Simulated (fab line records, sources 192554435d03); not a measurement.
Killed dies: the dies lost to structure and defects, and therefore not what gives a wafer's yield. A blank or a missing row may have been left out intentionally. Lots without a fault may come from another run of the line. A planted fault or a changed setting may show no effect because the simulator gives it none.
The tool behind it: which one?	flow n5_finfet	15 lots with 43 wafers sampled at 7 steps, on a route of 1938 steps

WHAT THE GAUGES SHOWED, per wafer
N5_PMOS_HMC_CHANNEL_EPI_THK_MEAS_22.
lot	measured	on	HMC_CMP_THK (nm)
L799	day 1 19:36	film_metro-01	52.2 55.2 53.3
L800	day 2 02:14	film_metro-02	54.1 53.6 53.3
L802	day 2 14:14	film_metro-01	51.4 52.9 53.3
L803	day 2 19:57	film_metro-01	52.1 53.2 53.8
L805	day 3 10:31	film_metro-01	53.6 53.9 53.0
L806	day 3 13:47	film_metro-01	54.4 52.7 52.4
L807	day 3 21:10	film_metro-01	52.7 53.5 52.8
L808	day 4 02:45	film_metro-01	52.3 53.5 51.9
L809	day 4 07:52	film_metro-01	56.0 56.0 52.6
L810	day 4 15:09	film_metro-01	55.6 55.4
L813	day 5 07:47	film_metro-02	53.5 53.0
L816	day 6 02:28	film_metro-01	53.3 53.2 53.1
L818	day 6 14:04	film_metro-02	53.6 54.4 54.2
L820	day 7 01:56	film_metro-02	53.9 54.2 53.9
L822	day 7 14:21	film_metro-02	54.7 55.7 55.7

N5_FIN_SAQP_THK_MEAS_05.
lot	measured	on	thk_nm (nm)
L799	day 1 21:11	film_metro-01	38.0 37.9 37.7
L800	day 2 03:26	film_metro-02	38.1 37.7 38.7
L802	day 2 15:23	film_metro-02	37.9 38.8 39.0
L803	day 2 21:08	film_metro-02	37.6 37.7 37.5
L805	day 3 12:01	film_metro-01	37.9 38.4 38.2
L806	day 3 14:53	film_metro-01	37.5 37.7 38.3
L807	day 3 23:13	film_metro-02	38.2 37.5 37.9
L808	day 4 03:53	film_metro-01	33.5 37.8 38.0
L809	day 4 09:34	film_metro-01	37.4 37.9 37.6
L810	day 4 17:31	film_metro-02	38.1 35.0
L813	day 5 08:57	film_metro-02	34.1 38.4
L816	day 6 03:41	film_metro-02	38.3 37.5 38.4
L818	day 6 15:17	film_metro-02	37.3 38.3 37.9
L820	day 7 03:04	film_metro-02	37.2 36.9 37.3
L822	day 7 15:37	film_metro-02	37.5 37.8 38.4

N5_BEOL_M4_RC_MEAS_101.
lot	measured	on	DIBL_N (mV/V)	DIBL_P (mV/V)	IOFF_N (nA/um)	IOFF_P (nA/um)	ION_N (uA/um)	ION_P (uA/um)	SS_N (mV/dec)	SS_P (mV/dec)	VT_N (mV)	VT_P (mV)
L799	day 8 01:25	prober-02	37.3 33.5 37.9	39.2 33.7 38.8	0.188 0.117 0.207	0.26 0.17 0.27	684 662 700	476 463 476	70.9 71.1 71.1	74.0 72.5 74.2	245 256 243	-248 -251 -245
L800	day 8 09:25	prober-02	35.3 37.4 35.5	36.1 37.9 35.7	0.139 0.165 0.137	0.18 0.20 0.18	670 675 673	453 460 456	71.1 71.7 71.6	73.2 73.4 72.4	252 250 253	-255 -250 -252
L802	day 9 00:14	prober-02	38.4 39.5 36.4	37.5 39.5 35.9	0.175 0.193 0.144	0.22 0.27 0.20	679 685 678	461 473 464	72.8 72.2 70.8	73.6 74.4 73.0	251 250 251	-251 -249 -253
L803	day 9 06:08	prober-01	37.5 37.4 36.8	36.1 36.3 35.5	0.193 0.183 0.180	0.24 0.25 0.24	691 685 697	468 471 476	71.4 70.9 70.6	73.7 73.9 72.9	245 246 245	-246 -243 -243
L805	day 9 15:37	prober-02	37.0 35.2 35.6	38.7 35.6 36.5	0.192 0.153 0.159	0.25 0.20 0.21	690 680 670	467 464 463	71.4 71.2 71.8	73.6 73.2 72.8	248 250 252	-247 -253 -250
L806	day 9 15:46	prober-01	33.7 33.4 31.5	33.4 32.9 30.3	0.121 0.111 0.091	0.17 0.15 0.13	658 653 647	458 450 445	70.6 70.4 70.2	72.8 72.2 72.0	253 254 256	-255 -253 -257
L807	day 9 19:12	prober-02	33.3 36.3 35.0	32.7 35.2 33.4	0.107 0.143 0.119	0.16 0.18 0.17	663 666 652	457 453 448	71.0 71.6 71.0	72.5 73.1 73.6	257 254 255	-256 -251 -253
L808	day 10 08:57	prober-01	35.6 35.3 36.4	35.8 35.7 37.6	0.145 0.153 0.168	0.19 0.20 0.22	674 688 688	463 468 469	71.5 70.8 71.9	73.5 72.8 72.6	249 249 246	-251 -249 -248
L809	day 11 00:27	prober-01	36.1 35.8 35.7	38.3 37.3 36.3	0.179 0.177 0.165	0.27 0.27 0.23	676 675 670	469 474 467	71.6 71.6 71.9	74.0 74.0 72.8	250 247 248	-243 -244 -248
L810	day 11 05:35	prober-01	37.1 36.5	39.2 38.2	0.186 0.170	0.24 0.23	670 678	452 462	71.4 72.0	74.0 73.9	246 248	-250 -250
L813	day 11 09:40	prober-02	38.6 36.9	39.0 36.4	0.208 0.161	0.26 0.22	691 676	472 463	71.5 71.7	74.3 73.1	246 248	-246 -247
L816	day 12 11:53	prober-01	35.1 35.1 37.1	36.0 35.8 38.2	0.145 0.148 0.178	0.19 0.19 0.22	665 671 678	459 458 460	70.7 71.4 72.4	73.7 72.8 74.1	251 249 249	-252 -250 -252
L818	day 13 01:37	prober-01	36.5 37.5 34.7	36.6 37.0 35.0	0.159 0.174 0.136	0.20 0.21 0.18	669 680 661	459 464 460	71.4 72.2 70.6	73.7 73.4 72.9	253 250 253	-251 -249 -254
L820	day 13 14:24	prober-02	37.5 38.3 38.3	38.2 39.0 38.8	0.156 0.157 0.167	0.21 0.24 0.22	668 672 674	458 469 458	71.6 71.8 71.5	73.6 74.3 73.8	251 252 248	-251 -250 -249
L822	day 13 18:08	prober-01	38.3 34.6 35.0	36.3 32.5 33.8	0.182 0.124 0.136	0.21 0.17 0.18	675 668 665	454 456 461	71.5 71.3 71.1	73.9 72.6 73.1	248 254 249	-251 -253 -253

WHICH TOOL RAN EACH LOT (tool, then ch and the chambers of the sampled wafers, then the start)
lot	N5_PMOS_HMC_CHANNEL_EPI_HM_OPEN_15	N5_FIN_SAQP_DENSIFY_62	N5_FIN_SAQP_HM_DEP_03	N5_FIN_SAQP_HM_OPEN_33
L799	rie_diel-02 ch 0,1,3, day 1 17:25	rtp_anneal-02 ch 0, day 1 20:53	pecvd-02 ch 0,1,2, day 1 21:05	rie_diel-06 ch 1,2,3, day 2 02:02
L800	rie_diel-02 ch 0,3, day 1 23:38	rtp_anneal-02 ch 0, day 2 03:08	pecvd-02 ch 0,2, day 2 03:21	rie_diel-05 ch 0,1,2, day 2 08:22
L802	rie_diel-04 ch 0,2,3, day 2 11:39	rtp_anneal-01 ch 0, day 2 15:03	pecvd-04 ch 0,1, day 2 15:16	rie_diel-01 ch 1,2, day 2 19:57
L803	rie_diel-03 ch 1,2,3, day 2 17:46	rtp_anneal-01 ch 0, day 2 20:48	pecvd-03 ch 0,2, day 2 21:01	rie_diel-06 ch 1,2,3, day 3 01:46
L805	rie_diel-03 ch 1,2, day 3 07:25	rtp_anneal-02 ch 0, day 3 11:43	pecvd-02 ch 0,2, day 3 11:54	rie_diel-01 ch 0,1,3, day 3 16:43
L806	rie_diel-03 ch 0,2,3, day 3 11:35	rtp_anneal-02 ch 0, day 3 14:35	pecvd-04 ch 0,1,2, day 3 14:48	rie_diel-05 ch 0,2,3, day 3 19:29
L807	rie_diel-03 ch 2,3, day 3 18:59	rtp_anneal-01 ch 0, day 3 22:56	pecvd-04 ch 0,1,2, day 3 23:08	rie_diel-05 ch 0,3, day 4 03:44
L808	rie_diel-04 ch 0,2, day 4 00:34	rtp_anneal-02 ch 0, day 4 03:37	pecvd-04 ch 0,1,2, day 4 03:48	rie_diel-01 ch 0,1,3, day 4 08:41
L809	rie_diel-02 ch 0,3, day 4 05:40	rtp_anneal-01 ch 0, day 4 09:16	pecvd-03 ch 0,1, day 4 09:29	rie_diel-06 ch 0,3, day 4 13:53
L810	rie_diel-02 ch 0,2, day 4 12:34	rtp_anneal-01 ch 0, day 4 17:16	pecvd-04 ch 0,1, day 4 17:26	rie_diel-06 ch 0,3, day 4 22:22
L813	rie_diel-03 ch 1,2, day 5 05:37	rtp_anneal-02 ch 0, day 5 08:41	pecvd-04 ch 0,2, day 5 08:52	rie_diel-05 ch 2,3, day 5 13:32
L816	rie_diel-03 ch 0,3, day 5 23:53	rtp_anneal-01 ch 0, day 6 03:23	pecvd-02 ch 0,2, day 6 03:35	rie_diel-05 ch 2,3, day 6 07:56
L818	rie_diel-03 ch 0,1,3, day 6 11:29	rtp_anneal-01 ch 0, day 6 15:02	pecvd-02 ch 1,2, day 6 15:11	rie_diel-01 ch 2,3, day 6 20:23
L820	rie_diel-03 ch 0,2,3, day 6 23:45	rtp_anneal-01 ch 0, day 7 02:46	pecvd-03 ch 1,2, day 7 02:59	rie_diel-06 ch 0,1,2, day 7 07:41
L822	rie_diel-04 ch 1,2,3, day 7 11:38	rtp_anneal-02 ch 0, day 7 15:19	pecvd-03 ch 0,2, day 7 15:32	rie_diel-06 ch 1,2,3, day 7 21:22
- N5_PMOS_HMC_CHANNEL_EPI_HM_OPEN_15: chemistry CHF3/O2, target SiO2, target depth 40.6 nm, time 20.3 s.
- N5_FIN_SAQP_DENSIFY_62: time 60 s.
- N5_FIN_SAQP_HM_DEP_03: deposits SiNx from SiH4/NH3/N2, target thk 38 nm, time 33.6 s.
- N5_FIN_SAQP_HM_OPEN_33: chemistry CH3F/O2, target SiNx, target depth 49.4 nm, time 70.6 s.

WHAT THE TOOLS THEMSELVES READ (means of the sampled wafers that have a number; where no wafer has one, the mark that the record gives instead)
N5_PMOS_HMC_CHANNEL_EPI_HM_OPEN_15.
lot	tool	CHF3_flow_sccm (sccm)	chamber_pressure_mTorr (mTorr)	drypump_motor_current_A (A)	oes_product_au (a.u.)	rf_vpp_V (V)	showerhead_plenum_p_Torr (Torr)	throttle_valve_pct (%)
L799	rie_diel-02	49.97	30.002	6.0	0.78	528	2.46	18.83
L800	rie_diel-02	50.09	29.977	6.1	0.74	533	2.51	18.95
L802	rie_diel-04	49.94	30.018	5.9	0.77	529	2.42	18.99
L803	rie_diel-03	50.11	30.003	5.7	0.75	521	2.38	18.84
L805	rie_diel-03	50.07	29.981	6.1	0.75	521	2.40	18.81
L806	rie_diel-03	50.15	30.031	5.5	0.74	523	2.34	18.90
L807	rie_diel-03	49.87	29.998	5.3	0.75	520	2.37	18.76
L808	rie_diel-04	49.88	29.997	5.7	0.77	522	2.38	18.98
L809	rie_diel-02	50.17	29.978	5.6	0.79	532	2.52	18.86
L810	rie_diel-02	50.02	30.002	5.7	0.79	527	2.47	18.73
L813	rie_diel-03	50.04	30.011	5.9	0.74	522	2.40	18.77
L816	rie_diel-03	50.05	30.004	5.7	0.71	524	2.30	19.08
L818	rie_diel-03	49.95	29.982	5.9	0.72	523	2.33	19.03
L820	rie_diel-03	50.00	30.013	5.5	0.72	523	2.33	18.95
L822	rie_diel-04	50.01	30.006	5.8	0.73	524	2.47	18.93

N5_FIN_SAQP_DENSIFY_62.
lot	tool	lamp_power_pct (%)	lamp_zone_6_pct (%)	wafer_temp_C_max
L799	rtp_anneal-02	9.84	9.780	703.8
L800	rtp_anneal-02	9.86	9.774	703.1
L802	rtp_anneal-01	9.87	9.767	703.9
L803	rtp_anneal-01	9.87	9.779	703.3
L805	rtp_anneal-02	9.85	9.781	703.3
L806	rtp_anneal-02	9.84	9.766	703.3
L807	rtp_anneal-01	9.84	9.770	703.3
L808	rtp_anneal-02	9.86	9.777	703.2
L809	rtp_anneal-01	9.87	9.770	703.6
L810	rtp_anneal-01	9.82	9.759	704.2
L813	rtp_anneal-02	9.80	9.768	702.6
L816	rtp_anneal-01	9.83	9.768	704.1
L818	rtp_anneal-01	9.85	9.776	703.1
L820	rtp_anneal-01	9.88	9.775	702.9
L822	rtp_anneal-02	9.89	9.788	703.3

N5_FIN_SAQP_HM_DEP_03.
lot	tool	heater_power_w (W)	showerhead_plenum_p_Torr (Torr)	throttle_valve_pct (%)
L799	pecvd-02	790	5.17	40.1
L800	pecvd-02	849	5.15	38.6
L802	pecvd-04	818	5.20	39.6
L803	pecvd-03	858	5.24	39.9
L805	pecvd-02	911	5.17	38.9
L806	pecvd-04	797	5.15	38.9
L807	pecvd-04	739	5.15	39.0
L808	pecvd-04	791	5.14	38.8
L809	pecvd-03	744	5.29	41.0
L810	pecvd-04	720	5.16	39.9
L813	pecvd-04	774	5.11	39.0
L816	pecvd-02	907	5.18	38.9
L818	pecvd-02	673	5.16	41.3
L820	pecvd-03	810	5.24	41.7
L822	pecvd-03	816	5.18	40.1

N5_FIN_SAQP_HM_OPEN_33.
lot	tool	chamber_pressure_mTorr (mTorr)	drypump_motor_current_A (A)	etch_rf_on_time_s (s)	oes_product_au (a.u.)	rf_vpp_V (V)	showerhead_plenum_p_Torr (Torr)	throttle_valve_pct (%)
L799	rie_diel-06	29.989	5.9	69.7	0.65	299	2.04	16.37
L800	rie_diel-05	29.980	5.8	68.5	0.67	304	2.07	16.42
L802	rie_diel-01	30.015	6.0	70.8	0.64	298	2.05	16.46
L803	rie_diel-06	29.998	5.8	68.3	0.65	298	2.03	16.38
L805	rie_diel-01	29.993	5.4	69.5	0.67	302	2.00	16.53
L806	rie_diel-05	30.009	5.8	68.9	0.67	300	2.07	16.30
L807	rie_diel-05	29.997	6.0	68.1	0.73	299	2.08	16.06
L808	rie_diel-01	30.020	5.5	66.4	0.66	302	2.00	16.56
L809	rie_diel-06	29.987	5.5	67.8	0.70	300	1.98	16.38
L810	rie_diel-06	29.962	5.3	66.5	0.71	300	1.98	16.34
L813	rie_diel-05	29.995	5.4	66.4	0.69	302	2.10	16.31
L816	rie_diel-05	29.996	5.3	69.7	0.65	303	2.09	16.45
L818	rie_diel-01	30.016	5.8	68.7	0.64	298	2.08	16.58
L820	rie_diel-06	29.975	5.6	67.9	0.66	300	2.01	16.35
L822	rie_diel-06	30.012	5.9	69.6	0.63	298	2.02	16.46

THE ANSWER, worked out from the rows above alone
Rule: what is usual is taken from the lots themselves. The widest of any qualifying gaps counts: lots, ordered by their means at a reading, are off when they make up no more than a third of the lots, leave a main group of 4 or more, and stand apart from it by 3 or more times the standard deviation of that group's means. A main group is skipped when, at the precision printed for the reading in the tables above, its means are all equal. Also off: a lot with no number at a reading for which 4 or more lots have one. The other lots that the step has rows for count as sound. Order of review: gauges by route order, followed by the tools' own readings, for which a lot's mean as printed above is used. At the first step where some lot is off, the reading lying furthest off is the one used; lots without a number count as furthest.
Across all readings shown, no lot is off: no conclusion can be drawn from this.

WHAT THE SIMULATOR HAD PUT IN
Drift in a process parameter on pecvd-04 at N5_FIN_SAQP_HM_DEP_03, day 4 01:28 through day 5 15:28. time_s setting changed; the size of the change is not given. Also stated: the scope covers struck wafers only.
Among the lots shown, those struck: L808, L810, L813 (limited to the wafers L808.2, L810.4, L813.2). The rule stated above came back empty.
